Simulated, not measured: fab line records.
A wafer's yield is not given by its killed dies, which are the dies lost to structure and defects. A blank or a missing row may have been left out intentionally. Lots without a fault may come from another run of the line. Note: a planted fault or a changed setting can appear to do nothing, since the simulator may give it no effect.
fab line records :: flow nand-harc
[record]
  lots = 6
  wafers = 17
  last-day = 32
route steps=1302 shown A_STAIRCASE@722 END@1302
lots that met no fault: from a run of the same line without faults
start-h: hours from the record's first day to the start of the lot's first wafer shown :: wait-h: hours elapsed since this lot's preceding step :: " same as the row above :: L1.1+2: a single row standing in for several wafers :: - either no value or no given start :: * or withheld: withheld :: < > ~ a bound
route shown NAME@n: names a module that has steps shown in the file, with the first one's number in the route :: usual: the fault-free wafers' mean and standard deviation :: same: alike in all rows :: chamber/n: place in a boat :: sites: the reading at each site :: _std_site: the standard deviation of these :: _edge_site: outer sites' mean less inner sites' :: radius-mm: for every site, how far away it sits from the centre of the wafer :: mask NAME#n: copy n :: behind: the last tool/chamber to shape the wafer :: hold: the reason the lot was held/the length of the hold in hours/how it ended :: device: whichever transistor did not switch (one of n, p or np) :: end of line: the tests these same wafers got at the end of their route :: a step with no rows: only its recipe :: killed: at the first sort, the dies lost to defects and structure; wafer yield is something else :: map: the dies of a wafer, with x for killed, . for not killed, _ for no die there
set.NAME: the run value of the setting; set.NAME@STEP: its run value at that earlier step :: model.NAME: the simulator's own value behind a step, which no gauge read
lots at some steps of the route; a table a step, a row a wafer
services: when a tool's chamber went out of use (start-h, in hours from the record's first day, below 0 if earlier), for how many hours, and the reason
[[steps]]
[step NHARC_A_STAIRCASE_SRD_208]
[step NHARC_A_STAIRCASE_DEHYDRATE_209]
[recipe]
  temp-c = 150
  time-s = 120
[step NHARC_A_STAIRCASE_HMDS_210]
[recipe]
  time-s = 30
[step NHARC_A_STAIRCASE_COAT_211]
[recipe]
  spin-rpm = 1200
[step NHARC_A_STAIRCASE_SOFTBAKE_212]
[recipe]
  temp-c = 135
  time-s = 170
[step NHARC_A_STAIRCASE_EBR_213]
[step NHARC_A_STAIRCASE_EXPOSE_214]
[recipe]
  na = 0.5
  dose-mj = 31.26
  mask-id = STAIR_3
[step NHARC_A_STAIRCASE_PEB_215]
[recipe]
  peb-temp-c = 115
  peb-time-s = 130
[step NHARC_A_STAIRCASE_DEVELOP_216]
[recipe]
  time-s = 140
[step NHARC_A_STAIRCASE_HARDBAKE_218]
[recipe]
  temp-c = 120
  time-s = 140
[step NHARC_A_STAIRCASE_DESCUM_219]
[recipe]
  time-s = 3
  o2-flow-sccm = 200
  ar-flow-sccm = 0
  bias-power-w = 0
  chemistry = O2
[usual]
  drypump-motor-current-A = 5.9/0.35
  oes-product-au = 1.002/0.012
  rf-vpp-V = 57.9/1
  showerhead-plenum-p-Torr = 1.93/0.12
  throttle-valve-pct = 11.311/0.0085
lot.wafer: L779.4
tool: rie-diel-05
chamber: 1
start-h: 359.40
wait-h: -
drypump-motor-current-A: 6.2
oes-product-au: 0.982
rf-hours-counter-h: 41
rf-vpp-V: 57.0
showerhead-plenum-p-Torr: 2.06
throttle-valve-pct: 11.319

lot.wafer: L779.3
tool: rie-diel-05
chamber: 0
start-h: 359.40
wait-h: -
drypump-motor-current-A: 5.6
oes-product-au: 1.009
rf-hours-counter-h: 39
rf-vpp-V: 56.8
showerhead-plenum-p-Torr: 1.77
throttle-valve-pct: 11.317

lot.wafer: L779.5
tool: rie-diel-05
chamber: 1
start-h: 359.40
wait-h: -
drypump-motor-current-A: 6.2
oes-product-au: 0.983
rf-hours-counter-h: -
rf-vpp-V: 59.6
showerhead-plenum-p-Torr: 2.06
throttle-valve-pct: 11.314

lot.wafer: L784.1
tool: rie-diel-13
chamber: 3
start-h: 414.17
wait-h: -
drypump-motor-current-A: 5.9
oes-product-au: 0.997
rf-hours-counter-h: 15
rf-vpp-V: 57.4
showerhead-plenum-p-Torr: 1.79
throttle-valve-pct: 11.311

lot.wafer: L784.5
tool: rie-diel-13
chamber: 1
start-h: 414.17
wait-h: -
drypump-motor-current-A: 6.6
oes-product-au: 1.020
rf-hours-counter-h: -
rf-vpp-V: 59.5
showerhead-plenum-p-Torr: 2.03
throttle-valve-pct: 11.316

lot.wafer: L784.6
tool: rie-diel-13
chamber: 2
start-h: 414.17
wait-h: -
drypump-motor-current-A: 5.7
oes-product-au: 1.006
rf-hours-counter-h: -
rf-vpp-V: 58.7
showerhead-plenum-p-Torr: 2.05
throttle-valve-pct: 11.316

lot.wafer: L787.2
tool: rie-diel-08
chamber: 2
start-h: 443.12
wait-h: -
drypump-motor-current-A: 6.0
oes-product-au: 0.999
rf-hours-counter-h: 19
rf-vpp-V: 58.7
showerhead-plenum-p-Torr: 2.07
throttle-valve-pct: 11.317

lot.wafer: L787.4
tool: rie-diel-08
chamber: 0
start-h: 443.12
wait-h: -
drypump-motor-current-A: 5.9
oes-product-au: 1.002
rf-hours-counter-h: 19
rf-vpp-V: 57.6
showerhead-plenum-p-Torr: 1.87
throttle-valve-pct: 11.306

lot.wafer: L787.5
tool: rie-diel-08
chamber: 1
start-h: 443.12
wait-h: -
drypump-motor-current-A: 6.3
oes-product-au: 0.996
rf-hours-counter-h: -
rf-vpp-V: 59.0
showerhead-plenum-p-Torr: 2.05
throttle-valve-pct: 11.292

lot.wafer: L790.1
tool: rie-diel-13
chamber: 3
start-h: 483.95
wait-h: -
drypump-motor-current-A: 5.9
oes-product-au: 1.007
rf-hours-counter-h: 35
rf-vpp-V: 58.0
showerhead-plenum-p-Torr: 1.78
throttle-valve-pct: 11.322

lot.wafer: L790.4
tool: rie-diel-13
chamber: 1
start-h: 483.95
wait-h: -
drypump-motor-current-A: 6.6
oes-product-au: 1.004
rf-hours-counter-h: 42
rf-vpp-V: 57.1
showerhead-plenum-p-Torr: 2.03
throttle-valve-pct: 11.315

lot.wafer: L790.6
tool: rie-diel-13
chamber: 2
start-h: 483.95
wait-h: -
drypump-motor-current-A: 5.7
oes-product-au: 1.006
rf-hours-counter-h: -
rf-vpp-V: 59.5
showerhead-plenum-p-Torr: 2.04
throttle-valve-pct: 11.309

lot.wafer: L795.2
tool: rie-diel-13
chamber: 3
start-h: 532.09
wait-h: -
drypump-motor-current-A: 5.9
oes-product-au: 0.984
rf-hours-counter-h: 0
rf-vpp-V: 57.3
showerhead-plenum-p-Torr: 1.78
throttle-valve-pct: 11.311

lot.wafer: L795.6
tool: rie-diel-13
chamber: 2
start-h: 532.09
wait-h: -
drypump-motor-current-A: 5.7
oes-product-au: 0.993
rf-hours-counter-h: -
rf-vpp-V: 59.1
showerhead-plenum-p-Torr: 2.04
throttle-valve-pct: 11.323

lot.wafer: L797.3
tool: rie-diel-13
chamber: 2
start-h: 562.53
wait-h: -
drypump-motor-current-A: 5.7
oes-product-au: 1.008
rf-hours-counter-h: 10
rf-vpp-V: 60.0
showerhead-plenum-p-Torr: 2.04
throttle-valve-pct: 11.324

lot.wafer: L797.1
tool: rie-diel-13
chamber: 0
start-h: 562.53
wait-h: -
drypump-motor-current-A: 5.6
oes-product-au: 0.990
rf-hours-counter-h: 7
rf-vpp-V: 58.6
showerhead-plenum-p-Torr: 1.79
throttle-valve-pct: 11.291

lot.wafer: L797.6
tool: rie-diel-13
chamber: 2
start-h: 562.53
wait-h: -
drypump-motor-current-A: 5.7
oes-product-au: 1.012
rf-hours-counter-h: -
rf-vpp-V: 56.0
showerhead-plenum-p-Torr: 2.04
throttle-valve-pct: 11.316
[step NHARC_A_STAIRCASE_TRIM_220]
[recipe]
  time-s = 211.2
  o2-flow-sccm = 500
  ar-flow-sccm = 0
  bias-w = 0
  chemistry = O2
[usual]
  drypump-motor-current-A = 5.9/0.38
  oes-product-au = 1.002/0.0098
  rf-vpp-V = 57.9/0.93
  showerhead-plenum-p-Torr = 3.56/0.2
  throttle-valve-pct = 17.036/0.0084
lot.wafer: L779.4
tool: rie-diel-05
chamber: 0
start-h: 360.08
wait-h: 0.7
drypump-motor-current-A: 5.6
oes-product-au: 1.008
rf-hours-counter-h: 40
rf-vpp-V: 56.9
showerhead-plenum-p-Torr: 3.28
throttle-valve-pct: 17.031

lot.wafer: L779.3
tool: rie-diel-05
chamber: 1
start-h: 360.08
wait-h: 0.7
drypump-motor-current-A: 6.2
oes-product-au: 0.989
rf-hours-counter-h: 41
rf-vpp-V: 58.0
showerhead-plenum-p-Torr: 3.78
throttle-valve-pct: 17.032

lot.wafer: L779.5
tool: rie-diel-05
chamber: 2
start-h: 360.08
wait-h: 0.7
drypump-motor-current-A: 5.8
oes-product-au: 1.006
rf-hours-counter-h: -
rf-vpp-V: 56.3
showerhead-plenum-p-Torr: 3.45
throttle-valve-pct: 17.038

lot.wafer: L784.1
tool: rie-diel-13
chamber: 0
start-h: 414.30
wait-h: 0.1
drypump-motor-current-A: 5.6
oes-product-au: 1.002
rf-hours-counter-h: 26
rf-vpp-V: 57.9
showerhead-plenum-p-Torr: 3.33
throttle-valve-pct: 17.024

lot.wafer: L784.6
tool: rie-diel-13
chamber: 1
start-h: 414.30
wait-h: 0.1
drypump-motor-current-A: 6.6
oes-product-au: 1.013
rf-hours-counter-h: -
rf-vpp-V: 57.3
showerhead-plenum-p-Torr: 3.73
throttle-valve-pct: 17.049

lot.wafer: L784.5
tool: rie-diel-13
chamber: 2
start-h: 414.30
wait-h: 0.1
drypump-motor-current-A: 5.8
oes-product-au: 1.000
rf-hours-counter-h: -
rf-vpp-V: 59.3
showerhead-plenum-p-Torr: 3.76
throttle-valve-pct: 17.027

lot.wafer: L787.4
tool: rie-diel-08
chamber: 0
start-h: 443.21
wait-h: 0.1
drypump-motor-current-A: 5.9
oes-product-au: 1.006
rf-hours-counter-h: 19
rf-vpp-V: 58.0
showerhead-plenum-p-Torr: 3.46
throttle-valve-pct: 17.042

lot.wafer: L787.2
tool: rie-diel-08
chamber: 1
start-h: 443.21
wait-h: 0.1
drypump-motor-current-A: 6.3
oes-product-au: 1.012
rf-hours-counter-h: 19
rf-vpp-V: 59.3
showerhead-plenum-p-Torr: 3.77
throttle-valve-pct: 17.035

lot.wafer: L787.5
tool: rie-diel-08
chamber: 3
start-h: 443.21
wait-h: 0.1
drypump-motor-current-A: 5.2
oes-product-au: 1.004
rf-hours-counter-h: -
rf-vpp-V: 57.1
showerhead-plenum-p-Torr: 3.53
throttle-valve-pct: 17.029

lot.wafer: L790.1
tool: rie-diel-13
chamber: 2
start-h: 484.04
wait-h: 0.1
drypump-motor-current-A: 5.7
oes-product-au: 1.014
rf-hours-counter-h: 43
rf-vpp-V: 57.9
showerhead-plenum-p-Torr: 3.75
throttle-valve-pct: 17.036

lot.wafer: L790.4
tool: rie-diel-13
chamber: 0
start-h: 484.04
wait-h: 0.1
drypump-motor-current-A: 5.6
oes-product-au: 0.993
rf-hours-counter-h: 48
rf-vpp-V: 57.2
showerhead-plenum-p-Torr: 3.32
throttle-valve-pct: 17.041

lot.wafer: L790.6
tool: rie-diel-13
chamber: 2
start-h: 484.04
wait-h: 0.1
drypump-motor-current-A: 5.7
oes-product-au: 1.007
rf-hours-counter-h: -
rf-vpp-V: 58.6
showerhead-plenum-p-Torr: 3.75
throttle-valve-pct: 17.020

lot.wafer: L795.2
tool: rie-diel-13
chamber: 0
start-h: 532.21
wait-h: 0.1
drypump-motor-current-A: 5.6
oes-product-au: 0.985
rf-hours-counter-h: 0
rf-vpp-V: 57.9
showerhead-plenum-p-Torr: 3.32
throttle-valve-pct: 17.027

lot.wafer: L795.6
tool: rie-diel-13
chamber: 2
start-h: 532.21
wait-h: 0.1
drypump-motor-current-A: 5.7
oes-product-au: 0.833
rf-hours-counter-h: -
rf-vpp-V: 58.1
showerhead-plenum-p-Torr: 3.74
throttle-valve-pct: 17.034

lot.wafer: L797.1
tool: rie-diel-13
chamber: 1
start-h: 562.63
wait-h: 0.1
drypump-motor-current-A: 6.6
oes-product-au: 1.016
rf-hours-counter-h: 11
rf-vpp-V: 59.8
showerhead-plenum-p-Torr: 3.71
throttle-valve-pct: 17.048

lot.wafer: L797.3
tool: rie-diel-13
chamber: 2
start-h: 562.63
wait-h: 0.1
drypump-motor-current-A: 5.7
oes-product-au: 0.838
rf-hours-counter-h: 10
rf-vpp-V: 58.7
showerhead-plenum-p-Torr: 3.74
throttle-valve-pct: 17.033

lot.wafer: L797.6
tool: rie-diel-13
chamber: 0
start-h: 562.63
wait-h: 0.1
drypump-motor-current-A: 5.6
oes-product-au: 0.814
rf-hours-counter-h: -
rf-vpp-V: 56.2
showerhead-plenum-p-Torr: 3.31
throttle-valve-pct: 17.038
[step NHARC_A_STAIRCASE_ETCH_221]
[recipe]
  target-depth-a = 1000
  time-s = 40.5
  ion-energy-ev = 400
  c4f8-flow-sccm = 20
  o2-flow-sccm = 10
  ar-flow-sccm = withheld
  rf-w = 600
  bias-w = 1000
  chemistry = C4F8/O2
[usual]
  oes-product-au = 0.941/0.015
  rf-vpp-V = 897/7.1
lot.wafer: L779.3
tool: rie-diel-05
chamber: 1
start-h: -
wait-h: -
oes-product-au: 0.926
rf-hours-counter-h: 42
rf-vpp-V: 905

lot.wafer: L779.4
tool: rie-diel-05
chamber: 0
start-h: -
wait-h: -
oes-product-au: 0.931
rf-hours-counter-h: 40
rf-vpp-V: 887

lot.wafer: L779.5
tool: rie-diel-05
chamber: 2
start-h: -
wait-h: -
oes-product-au: 0.937
rf-hours-counter-h: -
rf-vpp-V: 893

lot.wafer: L784.1
tool: rie-diel-13
chamber: 1
start-h: -
wait-h: -
oes-product-au: 0.931
rf-hours-counter-h: 26
rf-vpp-V: 903

lot.wafer: L784.5
tool: rie-diel-13
chamber: 3
start-h: -
wait-h: -
oes-product-au: 0.929
rf-hours-counter-h: -
rf-vpp-V: 886

lot.wafer: L784.6
tool: rie-diel-13
chamber: 0
start-h: -
wait-h: -
oes-product-au: 0.924
rf-hours-counter-h: -
rf-vpp-V: 890

lot.wafer: L787.2
tool: rie-diel-08
chamber: 1
start-h: -
wait-h: -
oes-product-au: 0.933
rf-hours-counter-h: 19
rf-vpp-V: 904

lot.wafer: L787.4
tool: rie-diel-08
chamber: 2
start-h: -
wait-h: -
oes-product-au: 0.938
rf-hours-counter-h: 19
rf-vpp-V: 905

lot.wafer: L787.5
tool: rie-diel-08
chamber: 3
start-h: -
wait-h: -
oes-product-au: 0.941
rf-hours-counter-h: -
rf-vpp-V: 896

lot.wafer: L790.1
tool: rie-diel-13
chamber: 2
start-h: -
wait-h: -
oes-product-au: 0.923
rf-hours-counter-h: 43
rf-vpp-V: 905

lot.wafer: L790.4
tool: rie-diel-13
chamber: 1
start-h: -
wait-h: -
oes-product-au: 0.945
rf-hours-counter-h: 42
rf-vpp-V: 902

lot.wafer: L790.6
tool: rie-diel-13
chamber: 2
start-h: -
wait-h: -
oes-product-au: 0.919
rf-hours-counter-h: -
rf-vpp-V: 904

lot.wafer: L795.2
tool: rie-diel-13
chamber: 0
start-h: -
wait-h: -
oes-product-au: 0.947
rf-hours-counter-h: 1
rf-vpp-V: 889

lot.wafer: L795.6
tool: rie-diel-13
chamber: 2
start-h: -
wait-h: -
oes-product-au: 0.941
rf-hours-counter-h: -
rf-vpp-V: 903

lot.wafer: L797.1
tool: rie-diel-13
chamber: 1
start-h: -
wait-h: -
oes-product-au: 0.960
rf-hours-counter-h: 11
rf-vpp-V: 904

lot.wafer: L797.3
tool: rie-diel-13
chamber: 3
start-h: -
wait-h: -
oes-product-au: 0.951
rf-hours-counter-h: 7
rf-vpp-V: 887

lot.wafer: L797.6
tool: rie-diel-13
chamber: 1
start-h: -
wait-h: -
oes-product-au: 0.962
rf-hours-counter-h: -
rf-vpp-V: 901
[step NHARC_END_SORT_01]
[recipe]
  temp-c = 25
[usual]
  killed-at-array = 49/19
  killed-at-other = 0.9/1.1
  killed-at-periphery = 4.0/2.7
  killed-dies = 54/19
  killed-open = 3.3/1.8
  killed-short = 2.6/1.6
[same]
  gross-dies = 677
lot.wafer: L797.3
tool: prober-01
chamber: 0
start-h: 763.11
wait-h: 3.1
killed-at-array: 242
killed-at-other: 1
killed-at-periphery: 3
killed-dies: 246
killed-open: 3
killed-short: 1

lot.wafer: L797.6
tool: prober-01
chamber: 0
start-h: 765.46
wait-h: 3.9
killed-at-array: 136
killed-at-other: 0
killed-at-periphery: 1
killed-dies: 137
killed-open: 0
killed-short: 0
// killed by level:class
L797.3 A_STAIRCASE:area-trim=192 A_CHANNEL_HOLE_D1:chamber-film-flake=17 A_CHANNEL_HOLE_D2:chamber-film-flake=14 A_SLIT:chamber-film-flake=7 A_STAIRCASE:chamber-film-flake=6 A_CONTACT:chamber-film-flake=4 P_CONTACT:geometric-particle:open=1 P_M0:geometric-particle:open=1
L797.6 A_STAIRCASE:area-trim=87 A_CHANNEL_HOLE_D2:chamber-film-flake=20 A_STAIRCASE:chamber-film-flake=11 A_CHANNEL_HOLE_D1:chamber-film-flake=7 A_SLIT:chamber-film-flake=6 A_SGD_CUT:chamber-film-flake=2 P_STI:chamber-film-flake=1 A_BLC:chamber-film-flake=1
// map L797.3 (x killed, . not)
____________.____________
_________......._________
_______.x........._______
______........x....______
_____.....x.x......x_____
____..x......x..x...x____
____......x......xxxx____
___....x..x.x.....xxxx___
___.....xx........x.xx___
__.x.....xx.xxxx..x..x.__
__.x....xx.xxx......x..__
_..xxx..xxx.xx.xx.x....._
_..xx.x.xxxxx..xx......._
_x.....x.xx....xxx......_
_....xxxxxxxxx.x....x..._
_...x.x.x.xx.xxxxxxx...._
..xx..xxxxxxxxxxxx.x.....
xx..x.x.x.xxxxxxxx.x.....
xx..xxxx..xx.xx.x..x.....
....x.xx.xxxxxxxxx.x.....
x....x..xxx.xxxxxx.x.....
_....xxxx.xx.xxx.xxx...._
_......x...x.xx.xx.x...._
_......x..x.xxxxx.xx...._
_x.....xxxx.x.xx.x.....x_
_...x......x.xxxx.x....._
__..x.x.xx.xxxx.x......__
__....xxx.x.xx..xx.....__
___......x...xxx......___
___....x..xx.x.x......___
____...x...x.x.xx....____
____.x...x..x.x..x...____
_____.x.x..........._____
______.............______
_______x...x....xx_______
_________......._________
____________.____________
// map L784.1 (x killed, . not)
____________.____________
_________......._________
_______..........._______
______.............______
_____..............._____
____.................____
____.................____
___..x.....x..........___
___...................___
__....x.x..............__
__........x............__
_......................._
_...............x......x_
_..................x.x.._
_.x..............xxx.x.._
_...............xxxx.xx._
.......x......x.xxxxx.x..
x..............xxxxxxxxx.
.......x.......xxxxxx.xx.
......x.....x..xxxxx.x.x.
..............x..x...xxx.
_....................xx._
_..............x...x..x._
_........x..........x..x_
_................x..x..._
_......................._
__.....................__
__...................x.__
___x..................___
___...................___
____.................____
____..............x..____
_____...........x.x._____
______........x....______
_______........x.._______
_________......._________
____________.____________
[[services]]
tool: rie-diel-13
chamber: -
start-h: 342.15
hours: 9.0
kind: pm

tool: rie-diel-13
chamber: 0
start-h: 342.15
hours: 9.0
kind: vent-cycle

tool: rie-diel-13
chamber: 1
start-h: 342.15
hours: 9.0
kind: vent-cycle

tool: rie-diel-13
chamber: 2
start-h: 342.15
hours: 9.0
kind: vent-cycle

tool: rie-diel-13
chamber: 3
start-h: 342.15
hours: 9.0
kind: vent-cycle

tool: rie-diel-13
chamber: 0
start-h: 351.15
hours: -
kind: clean

tool: rie-diel-13
chamber: 1
start-h: 351.15
hours: -
kind: clean

tool: rie-diel-13
chamber: 2
start-h: 351.15
hours: -
kind: clean

tool: rie-diel-13
chamber: 3
start-h: 351.15
hours: -
kind: clean

tool: rie-diel-08
chamber: 1
start-h: 362.56
hours: 14.8
kind: repair

tool: rie-diel-13
chamber: 3
start-h: 367.62
hours: 6.2
kind: repair

tool: rie-diel-08
chamber: -
start-h: 367.80
hours: 9.0
kind: pm

tool: rie-diel-13
chamber: 0
start-h: 375.66
hours: -
kind: clean

tool: rie-diel-13
chamber: 1
start-h: 375.66
hours: -
kind: clean

tool: rie-diel-13
chamber: 2
start-h: 375.66
hours: -
kind: clean

tool: rie-diel-13
chamber: 3
start-h: 375.66
hours: -
kind: clean

tool: rie-diel-13
chamber: 0
start-h: 400.52
hours: -
kind: clean

tool: rie-diel-13
chamber: 1
start-h: 400.52
hours: -
kind: clean

tool: rie-diel-13
chamber: 2
start-h: 400.52
hours: -
kind: clean

tool: rie-diel-13
chamber: 3
start-h: 400.52
hours: -
kind: clean

tool: rie-diel-05
chamber: -
start-h: 407.60
hours: 9.0
kind: pm

tool: rie-diel-13
chamber: 1
start-h: 446.38
hours: 4.5
kind: repair

tool: rie-diel-13
chamber: -
start-h: 519.20
hours: 9.0
kind: pm

tool: rie-diel-08
chamber: -
start-h: 544.85
hours: 9.0
kind: pm
[[key]]
[first-sign]
  step = NHARC_A_STAIRCASE_TRIM_220
  reading = oes-product-au
  direction = down
  sigmas = 18
  usual = 1.002
  struck = 0.828
[effect]
  step = NHARC_END_SORT_01
  reading = killed-at-array
  direction = up
  sigmas = 7.4
  usual = 49
  struck = 189
[more-kills-born-at]
  NHARC_A_STAIRCASE_TRIM_220@rie-diel-13 = 279
met-at NHARC_A_STAIRCASE_TRIM_220
struck-wafers L795.6,L797.3,L797.6
sort-left-out L795.6
tester-left-out L795,L797
onset-between 484.04 532.21
[fault]
  kind = process-parameter-drift
  tool = rie-diel-13
  chamber = -
  onset-h = 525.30
  steps = NHARC_A_STAIRCASE_TRIM_220
  channel = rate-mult
  offset = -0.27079
  shape = step
  end-h = 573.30
  scope = struck-wafers-only
// tester-left-out: of these lots the tester's yield and bins aren't shown, on N5 and GAA mostly nor the transistor test; their killed dies are dies lost to structure and defects alone, not to doping, threshold or leakage, so they don't give the yield
// sort-left-out: the simulated sort isn't trusted on such a fault, so these wafers' sort isn't shown, and their yield isn't known
